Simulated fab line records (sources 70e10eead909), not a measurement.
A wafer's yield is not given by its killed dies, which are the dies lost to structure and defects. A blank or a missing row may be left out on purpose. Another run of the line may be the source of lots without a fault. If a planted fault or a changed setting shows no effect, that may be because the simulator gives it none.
Matching of chambers -- flow nandHarc -- 4 sister chambers for NHARC_A_ZERO_WELL_ETCH_13 on rieSi-06
The step etches the open film in HBr/Cl2, target depth 120 nm, time 40.1 s. 18 wafers are shown with their chamber, then 9 later ones without.

== WAFERS, EACH WITH ITS CHAMBER ==
wafer,chamber,drypumpMotorCurrentA (A),hbrFlowSccm (sccm),oesProductAu (a.u.)
L074.1,0,5.6,149.9,1.007
L074.2,3,5.6,150.0,0.996
L074.4,1,6.5,150.2,1.000
L076.1,3,5.6,151.2,1.006
L076.4,1,6.5,149.6,1.006
L076.6,1,6.5,150.4,1.001
L080.3,0,5.6,149.7,1.003
L080.4,1,6.5,150.0,1.000
L080.6,2,5.5,148.7,0.999
L083.3,0,5.6,150.4,1.011
L083.4,0,5.6,150.0,1.016
L083.5,1,6.5,149.5,1.006
L087.2,0,5.6,149.5,1.001
L087.5,1,6.5,149.9,0.997
L087.6,2,5.5,149.7,1.000
L089.1,3,5.6,150.8,1.017
L089.4,2,5.4,149.4,1.002
L089.5,0,5.6,150.5,1.004

SIGNATURES (means of the wafers above)
reading,chamber 0,chamber 1,chamber 2,chamber 3,scatter within a chamber
drypumpMotorCurrentA,5.600,6.500,5.467,5.600,0.0218
hbrFlowSccm,150.000,149.933,149.267,150.667,0.433
oesProductAu,1.00700,1.00167,1.00033,1.00633,0.00566
Rule: a wafer lies at a distance from a chamber equal to the root of the sum of squares, over the readings, of (its reading less the chamber's mean, divided by the reading's scatter). If the next closest chamber is less than 2 further off than the closest, the wafer can't be placed; otherwise it belongs to the closest. The scatter: the root of (the sum of the squares of (reading less its chamber's mean) over the shown wafers, divided by (wafers less chambers)).

== WAFERS WHOSE CHAMBER IS MISSING ==
wafer,drypumpMotorCurrentA (A),hbrFlowSccm (sccm),oesProductAu (a.u.)
L092.3,6.5,149.9,0.995
L092.4,5.6,150.1,1.006
L092.6,6.5,150.3,0.990
L095.3,6.5,149.7,0.982
L095.4,5.6,150.7,1.012
L095.6,5.6,151.1,1.011
L096.3,5.6,149.8,1.020
L096.4,6.5,150.0,0.997
L096.5,5.6,150.4,1.006

== WHICH CHAMBER EACH ONE RAN IN ==
wafer,from the rows above,in truth
L092.3,1,1
L092.4,can't be placed: 0 or 3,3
L092.6,1,1
L095.3,1,1
L095.4,can't be placed: 3 or 0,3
L095.6,can't be placed: 3 or 0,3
L096.3,can't be placed: 0 or 3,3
L096.4,1,1
L096.5,can't be placed: 3 or 0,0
Placed correctly: 4 of 9. Cannot be placed on the basis of these rows: 5; the candidates contain the true chamber in 5. Placed wrongly: 0.
